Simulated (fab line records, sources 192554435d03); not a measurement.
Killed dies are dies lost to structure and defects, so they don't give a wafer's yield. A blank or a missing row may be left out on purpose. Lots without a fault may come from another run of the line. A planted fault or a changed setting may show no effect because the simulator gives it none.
fab line records | flow n5_finfet
record lots=10 wafers=27 last_day=18
route steps=1938 shown MIM_TOP_LITHO@1850 MIM_BOT_ETCH@1868 PASSIVATION@1921
lots that met no fault: from a run of the same line without faults
start_h: hours from the record's first day to the start of the lot's first wafer shown | wait_h: hours since the lot's step before | " the same as in the row above | L1.1+2: a row that stands for several wafers | - no value, or no start given | * or withheld: withheld | < > ~ a bound
route shown NAME@n: a module of which the file shows steps, and the number in the route of the first | usual: mean/standard deviation of fault-free wafers | same: alike in all rows | chamber/n: place in a boat | sites: the reading at each site | _std_site: their standard deviation | _edge_site: outer sites' mean less inner sites' | radius_mm: how far each site lies from the wafer's centre | mask NAME#n: copy n | behind: the tool/chamber that last shaped the wafer | hold: why the lot was held/for how many hours/how that ended | device: the transistor (n, p or np) that didn't switch | end of line: the same wafers' tests at the end of the route | a step without rows: its recipe alone | killed: dies lost to structure and defects at the first sort, not the wafer's yield | map: a wafer's dies, x killed, . not, _ none there
set.NAME: the setting as run; set.NAME@STEP: as run at that earlier step | model.NAME: the simulator's own value behind a step, which no gauge read
steps of the route over a sample of lots; a table a step, a row a wafer
services: from which hour (start_h, from the record's first day; less than 0 if before it) a tool's chamber was out of use, for how many hours, and why
## steps
# step N5_MIM_TOP_LITHO_DESCUM_10
# recipe chemistry=O2 time_s=7.9 source_power_w=50 bias_power_w=20 pressure_mtorr=20 rf_frequency_hz=2.712e+07 temp_c=40 o2_flow_sccm=225
# usual drypump_motor_current_A=5.6/0.48 oes_product_au=0.81/0.071 rf_vpp_V=243.3/1.6 showerhead_plenum_p_Torr=2.10/0.083 throttle_valve_pct=20.37/0.24
# columns lot.wafer tool chamber start_h wait_h drypump_motor_current_A oes_product_au rf_hours_counter_h rf_vpp_V showerhead_plenum_p_Torr throttle_valve_pct
L889.2 rie_diel-06 2 276.05 0.0 5.5 0.81 89 243.1 2.11 20.73
L889.3 " 1 " " 4.9 0.77 154 242.6 2.09 20.26
L889.5 " 0 " " 5.5 0.90 - 245.8 2.23 20.35
L890.1 rie_diel-06 1 276.28 0.0 4.9 0.76 154 242.6 2.09 20.25
L890.5 " 1 " " 4.9 0.76 - 242.8 2.09 20.25
L890.6 " 0 " " 5.5 0.89 - 245.3 2.23 20.35
L892.2 rie_diel-06 3 277.15 0.1 5.3 0.87 50 241.8 2.05 20.11
L892.5 " 3 " " 5.3 0.87 - 243.0 2.05 20.09
L892.6 " 2 " " 5.5 0.82 - 241.9 2.11 20.72
L895.2 rie_diel-02 0 312.11 0.1 5.5 0.69 237 241.0 1.98 20.58
L895.3 " 2 " " 5.4 0.87 59 244.3 2.22 20.41
L897.2 rie_diel-02 0 319.43 0.0 5.6 0.68 240 239.5 1.98 20.60
L897.5 " 2 " " 5.4 0.85 - 245.7 2.22 20.41
L898.2 rie_diel-06 0 326.77 0.1 5.6 0.88 53 245.8 2.23 20.37
L898.5 " 0 " " 5.5 0.87 - 243.7 2.23 20.37
L902.2 rie_diel-06 0 348.30 0.1 5.5 0.86 60 246.4 2.22 20.38
L902.3 " 2 " " 5.5 0.78 113 244.2 2.10 20.76
L902.5 " 3 " " 5.3 0.83 - 245.0 2.04 20.14
L903.1 rie_diel-06 1 385.09 0.0 4.9 0.73 190 243.0 2.08 20.30
L903.3 " 0 " " 5.5 0.84 74 244.4 2.22 20.43
L903.5 " 1 " " 4.9 0.74 - 242.9 2.08 20.29
L907.1 rie_diel-06 0 385.18 0.0 5.6 0.84 74 245.3 2.22 20.40
L907.2 " 1 " " 4.9 0.74 190 243.5 2.08 20.31
L907.3 " 2 " " 5.5 0.77 126 242.2 2.10 20.78
L911.2 rie_diel-01 0 413.58 0.0 6.0 0.71 202 241.2 2.06 20.39
L911.3 " 1 " " 6.7 0.81 89 241.6 2.02 20.55
L911.6 " 2 " " 5.1 0.84 - 241.9 2.03 20.05
# step N5_MIM_BOT_ETCH_ETCH_00
# recipe chemistry=Cl2/BCl3 target=TiN target_depth_a=455 ion_energy_ev=150 pressure_mtorr=10 icp_w=1000 bias_w=126 Cl2_flow_sccm=53.25 bcl3_flow_sccm=21.75 Ar_flow_sccm=25
# usual bcl3_flow_sccm=21.76/0.064 drypump_motor_current_A=5.8/0.36 oes_ar_750_au=0.79/0.09 oes_product_au=0.79/0.098 throttle_valve_pct=21.94/0.18
# columns lot.wafer tool chamber start_h wait_h bcl3_flow_sccm drypump_motor_current_A oes_ar_750_au oes_product_au rf_hours_counter_h throttle_valve_pct
L889.2 rie_metal-03 1 277.16 0.2 21.79 5.7 0.87 0.89 - 22.08
L889.3 " 1 " " 21.68 5.8 0.86 0.88 - 22.08
L889.5 " 1 " " 21.60 5.7 0.86 0.88 - 22.08
L890.1 rie_metal-03 1 277.55 0.1 21.77 5.7 0.86 0.88 13 22.07
L890.5 " 1 " " 21.76 5.7 0.86 0.89 - 22.08
L890.6 " 1 " " 21.72 5.7 0.87 0.89 - 22.08
L892.2 rie_metal-01 1 278.26 0.1 21.79 6.3 0.68 0.65 108 21.87
L892.5 " 0 " " 21.79 5.3 0.91 0.91 - 21.71
L892.6 " 1 " " 21.74 6.3 0.69 0.65 - 21.86
L895.2 rie_metal-01 1 313.64 0.1 21.77 6.3 0.67 0.65 112 21.88
L895.3 " 0 " " 21.63 5.3 0.88 0.89 - 21.71
L897.2 rie_metal-01 0 320.50 0.1 21.67 5.3 0.88 0.89 8 21.72
L897.5 " 0 " " 21.85 5.3 0.88 0.87 - 21.71
L898.2 rie_metal-02 0 327.90 0.2 21.77 5.8 0.68 0.68 - 21.79
L898.5 " 0 " " 21.79 5.8 0.69 0.68 - 21.78
L902.2 rie_metal-03 1 349.43 0.1 21.75 5.7 0.83 0.85 21 22.09
L902.3 " 1 " " 21.89 5.8 0.83 0.85 - 22.09
L902.5 " 0 " " 21.85 6.2 0.75 0.75 - 22.08
L903.1 rie_metal-03 1 386.34 0.1 21.74 5.7 0.82 0.84 25 22.11
L903.3 " 0 " " 21.73 6.2 0.74 0.74 - 22.11
L903.5 " 0 " " 21.72 6.1 0.74 0.75 - 22.09
L907.1 rie_metal-01 1 386.48 0.1 21.91 6.3 1.02 0.98 2 21.66
L907.2 " 0 " " 21.79 5.3 0.84 0.85 15 21.72
L907.3 " 0 " " 21.75 5.3 0.85 0.86 - 21.69
L911.2 rie_metal-03 1 414.71 0.1 21.78 5.7 0.80 0.82 28 22.12
L911.3 " 0 " " 21.88 6.2 0.73 0.73 - 22.10
L911.6 " 0 " " 21.78 6.1 0.73 0.73 - 22.12
# step N5_PASSIVATION_EXPOSE_41
# recipe mask_id=PASS_OPEN na=0.55 defocus_nm=0 source_shape=conventional sigma_outer=0.8 polarization=unpolarized target_cd_nm=40000 dose_mj=57.25
# usual exposure_dose_mJ_cm2=57.26/0.057
# columns lot.wafer tool chamber start_h wait_h mask exposure_dose_mJ_cm2
L892.2 krf_scanner-01 0 284.51 - PASS_OPEN#0 57.25
L892.5 " 0 " " PASS_OPEN#0 57.26
L892.6 " 0 " " PASS_OPEN#0 57.25
L889.2 krf_scanner-02 0 285.22 - PASS_OPEN#0 57.29
L889.3 " 0 " " PASS_OPEN#0 57.31
L889.5 " 0 " " PASS_OPEN#0 57.25
L890.1 krf_scanner-01 0 285.38 - PASS_OPEN#0 57.30
L890.5 " 0 " " PASS_OPEN#0 57.30
L890.6 " 0 " " PASS_OPEN#0 57.21
L895.2 krf_scanner-01 0 320.46 - PASS_OPEN#0 57.25
L895.3 " 0 " " PASS_OPEN#0 57.28
L897.2 krf_scanner-01 0 325.00 - PASS_OPEN#0 57.28
L897.5 " 0 " " PASS_OPEN#0 57.26
L898.2 krf_scanner-01 0 333.49 - PASS_OPEN#0 57.21
L898.5 " 0 " " PASS_OPEN#0 57.18
L902.2 krf_scanner-02 0 355.88 - PASS_OPEN#0 57.22
L902.3 " 0 " " PASS_OPEN#0 57.24
L902.5 " 0 " " PASS_OPEN#0 57.28
L907.1 krf_scanner-01 0 392.54 - PASS_OPEN#0 57.20
L907.2 " 0 " " PASS_OPEN#0 57.16
L907.3 " 0 " " PASS_OPEN#0 57.20
L903.1 krf_scanner-01 0 393.24 - PASS_OPEN#0 57.22
L903.3 " 0 " " PASS_OPEN#0 57.31
L903.5 " 0 " " PASS_OPEN#0 57.36
L911.2 krf_scanner-01 0 419.94 - PASS_OPEN#0 57.31
L911.3 " 0 " " PASS_OPEN#0 57.31
L911.6 " 0 " " PASS_OPEN#0 57.33
# step N5_PASSIVATION_CD_MEAS_44
# recipe target_cd_nm=40000 landing_energy_ev=500 detector=se_inlens
# usual cd_nm=40002/3.7
# columns lot.wafer tool chamber start_h wait_h cd_nm
L892.2 cd_sem-01 0 284.69 - 40001
L892.5 " 0 " " 40002
L892.6 " 0 " " 40000
L889.2 cd_sem-03 0 285.39 - 40000
L889.3 " 0 " " 39997
L889.5 " 0 " " 40002
L890.1 cd_sem-02 0 285.56 - 40001
L890.5 " 0 " " 40009
L890.6 " 0 " " 40003
L895.2 cd_sem-01 0 320.63 - 40009
L895.3 " 0 " " 40079
L897.2 cd_sem-02 0 325.17 - 40006
L897.5 " 0 " " 40074
L898.2 cd_sem-02 0 333.66 - 39997
L898.5 " 0 " " 40072
L902.2 cd_sem-03 0 356.06 - 39996
L902.3 " 0 " " 40002
L902.5 " 0 " " 40002
L907.1 cd_sem-02 0 392.71 - 40008
L907.2 " 0 " " 39997
L907.3 " 0 " " 40002
L903.1 cd_sem-03 0 393.43 - 40002
L903.3 " 0 " " 39997
L903.5 " 0 " " 39998
L911.2 cd_sem-01 0 420.12 - 40005
L911.3 " 0 " " 40000
L911.6 " 0 " " 40008
# step N5_PASSIVATION_ETCH_54
# recipe chemistry=CHF3/O2 target=SiO2 target_depth_a=8800 CHF3_flow_sccm=50 O2_flow_sccm=5 Ar_flow_sccm=200 time_s=440 mask_material=PR pressure_mtorr=30 source_w=650 bias_w=170 ion_energy_ev=200
# usual drypump_motor_current_A=5.6/0.51 oes_ar_750_au=0.84/0.064 oes_product_au=0.84/0.065 rf_vpp_V=521/8.6 showerhead_plenum_p_Torr=2.45/0.1 throttle_valve_pct=18.68/0.24
# columns lot.wafer tool chamber start_h wait_h drypump_motor_current_A oes_ar_750_au oes_product_au rf_hours_counter_h rf_vpp_V showerhead_plenum_p_Torr throttle_valve_pct
L892.2 rie_diel-01 3 285.25 0.1 6.0 0.85 0.86 50 517 2.37 18.90
L892.5 " 2 " " 5.1 0.90 0.90 - 530 2.35 18.31
L892.6 " 1 " " 6.7 0.88 0.87 - 515 2.35 18.86
L889.2 rie_diel-06 0 286.23 0.1 5.5 0.90 0.89 40 504 2.55 18.66
L889.3 " 2 " " 5.5 0.81 0.81 93 522 2.41 19.03
L889.5 " 1 " " 4.9 0.77 0.77 - 534 2.41 18.64
L890.1 rie_diel-01 1 286.33 0.1 6.7 0.86 0.88 44 517 2.35 18.86
L890.5 " 1 " " 6.7 0.87 0.87 - 517 2.35 18.86
L890.6 " 2 " " 5.2 0.89 0.89 - 531 2.35 18.33
L895.2 rie_diel-06 3 320.98 0.1 5.3 0.85 0.84 65 518 2.35 18.43
L895.3 " 1 " " 4.9 0.76 0.76 169 534 2.41 18.67
L897.2 rie_diel-02 3 325.82 0.1 6.6 0.98 0.98 3 523 2.55 18.16
L897.5 " 1 " " 5.4 0.89 0.90 - 529 2.57 18.64
L898.2 rie_diel-01 1 334.01 0.1 6.7 0.84 0.84 62 514 2.34 18.89
L898.5 " 3 " " 6.0 0.83 0.83 - 518 2.36 18.92
L902.2 rie_diel-02 1 356.41 0.1 5.3 0.87 0.88 36 530 2.57 18.66
L902.3 " 2 " " 5.5 0.83 0.85 75 528 2.54 18.82
L902.5 " 1 " " 5.4 0.87 0.89 - 529 2.57 18.65
L907.1 rie_diel-02 2 393.07 0.1 5.4 0.82 0.83 89 527 2.54 18.82
L907.2 " 1 " " 5.4 0.85 0.87 50 530 2.56 18.66
L907.3 " 0 " " 5.6 0.93 0.92 7 516 2.55 18.53
L903.1 rie_diel-01 1 393.78 0.1 6.7 0.82 0.83 82 517 2.34 18.93
L903.3 " 0 " " 6.0 0.72 0.72 195 511 2.40 18.95
L903.5 " 2 " " 5.1 0.85 0.84 - 529 2.34 18.39
L911.2 rie_diel-02 2 420.77 0.1 5.5 0.81 0.82 99 527 2.53 18.84
L911.3 " 3 " " 6.5 0.90 0.89 35 521 2.54 18.23
L911.6 " 0 " " 5.6 0.89 0.90 - 516 2.54 18.53
# step N5_PASSIVATION_PROBE_49
# usual defect_limited_yield=91.4/1.3 killed_at_M0_to_M3=34/10 killed_at_M4_up=14/5.6 killed_at_contacts=13/5.9 killed_at_front_end=37/9.9 killed_at_other=3.5/2.8 killed_dies=101/15 killed_open=67/12 killed_short=32/6.6 sort_bin_5_function=5.0/0.81 sort_bin_6_memory=3.2/0.66 sort_bin_8_speed=0.00/0.007 sort_n_pass=1079/15 sort_yield_pct=91.4/1.3
# same gross_dies=1180 killed_at_back_side=0 sort_bin_4_leakage[%]=0
# columns lot.wafer tool chamber start_h wait_h defect_limited_yield[%] killed_at_M0_to_M3 killed_at_M4_up killed_at_contacts killed_at_front_end killed_at_other killed_dies killed_open killed_short sort_bin_5_function[%] sort_bin_6_memory[%] sort_bin_8_speed[%] sort_n_pass sort_yield_pct[%]
L895.2 prober-02 - 323.84 0.1 92.3 31 8 19 24 9 91 59 31 4.6 2.8 0 1089 92.3
L895.3 prober-02 - 323.89 0.1 91.9 29 17 16 31 2 95 68 27 4.7 3.3 0 1085 91.9
L902.2 prober-02 - 359.23 0.1 93.7 18 13 22 16 5 74 42 32 3.4 2.7 0 1106 93.7
L902.3 prober-02 - 359.28 0.1 92.3 19 10 36 22 4 91 62 29 4.9 2.6 0 1089 92.3
L902.5 prober-02 - 359.38 0.2 90.8 29 10 25 44 0 108 66 42 5.4 3.6 0 1072 90.8
# killed by level:class
L895.2 MOL_CONTACT_COAG:geometric_particle:open=16 BEOL_M0_SAQP:geometric_particle:open=12 BEOL_M0_SAQP:geometric_particle:short=8 FIN_SAQP:geometric_particle:short=6 FIN_SAQP:geometric_particle:open=4 BEOL_M4:geometric_particle:open=4 STI_FIN_REVEAL:geometric_particle:short=3 BEOL_M2:geometric_particle:open=3
L895.3 MOL_CONTACT_COAG:geometric_particle:open=16 BEOL_M0_SAQP:geometric_particle:short=9 BEOL_M0_SAQP:geometric_particle:open=8 BEOL_M4:geometric_particle:open=8 GATE_CUT:geometric_particle:short=7 BEOL_M2:geometric_particle:open=7 STI_FIN_REVEAL:geometric_particle:open=6 FIN_SAQP:geometric_particle:open=4
L902.2 MOL_CONTACT_COAG:geometric_particle:open=13 MOL_CONTACT_COAG:geometric_particle:short=9 BEOL_M4:geometric_particle:open=6 BEOL_M2:geometric_particle:open=5 FIN_SAQP:geometric_particle:short=4 BEOL_M0_SAQP:geometric_particle:short=4 STI_FIN_REVEAL:geometric_particle:open=3 ILD0:geometric_particle:short=2
L902.3 MOL_CONTACT_COAG:geometric_particle:open=27 MOL_CONTACT_COAG:geometric_particle:short=9 STI_FIN_REVEAL:geometric_particle:open=7 BEOL_M1:geometric_particle:open=7 STARTING-WAFER:geometric_particle:open=4 STI_FIN_REVEAL:geometric_particle:short=3 ILD0:geometric_particle:short=3 BEOL_M0_SAQP:geometric_particle:open=3
L902.5 STI_FIN_REVEAL:geometric_particle:open=17 MOL_CONTACT_COAG:geometric_particle:open=16 FIN_SAQP:geometric_particle:short=9 MOL_CONTACT_COAG:geometric_particle:short=9 BEOL_M2:geometric_particle:open=8 BEOL_M3:geometric_particle:short=8 STI_FIN_REVEAL:geometric_particle:short=7 BEOL_M0_SAQP:geometric_particle:open=5
## services
# columns tool chamber start_h hours kind
krf_scanner-01 0 258.22 - calibration
krf_scanner-02 - 259.11 0.8 pm
krf_scanner-01 - 259.68 0.8 repair
rie_metal-03 0 260.76 36.1 repair
rie_diel-02 0 262.90 4.5 repair
rie_diel-02 3 287.94 - clean
rie_diel-02 3 287.94 - consumable_replace:focus_ring
rie_diel-02 3 287.94 - consumable_replace:showerhead
rie_diel-02 3 287.94 28.8 scheduled_down
rie_diel-02 3 287.94 28.8 vent_cycle
rie_metal-02 1 294.58 2.0 repair
rie_metal-02 - 299.12 14.6 pm
krf_scanner-02 - 308.54 1.3 pm
rie_diel-06 0 323.70 2.2 repair
rie_metal-02 1 325.37 6.3 repair
rie_diel-02 0 353.41 - clean
krf_scanner-01 - 361.51 1.0 pm
rie_metal-01 - 365.07 14.6 pm
krf_scanner-02 - 367.03 1.0 pm
krf_scanner-01 - 379.92 1.3 pm
krf_scanner-02 - 382.00 2.3 repair
krf_scanner-01 - 384.26 0.8 pm
rie_metal-02 1 396.90 33.4 repair
krf_scanner-01 - 408.29 0.6 repair
## key
first_sign step=N5_PASSIVATION_CD_MEAS_44 reading=cd_nm direction=up sigmas=18 usual=40002 struck=40075
effect none on later readings
met_at N5_PASSIVATION_EXPOSE_41
struck_lots L895,L897,L898
struck_wafers L895.3,L897.5,L898.5
not_acting_at N5_MIM_TOP_LITHO_DESCUM_10,N5_MIM_BOT_ETCH_ETCH_00,N5_PASSIVATION_ETCH_54
onset_between 285.38 320.46
fault kind=process_parameter_drift tool=krf_scanner-01 chamber=- onset_h=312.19 steps=N5_PASSIVATION_EXPOSE_41 channel=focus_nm offset=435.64 shape=step end_h=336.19 scope=struck_wafers_only
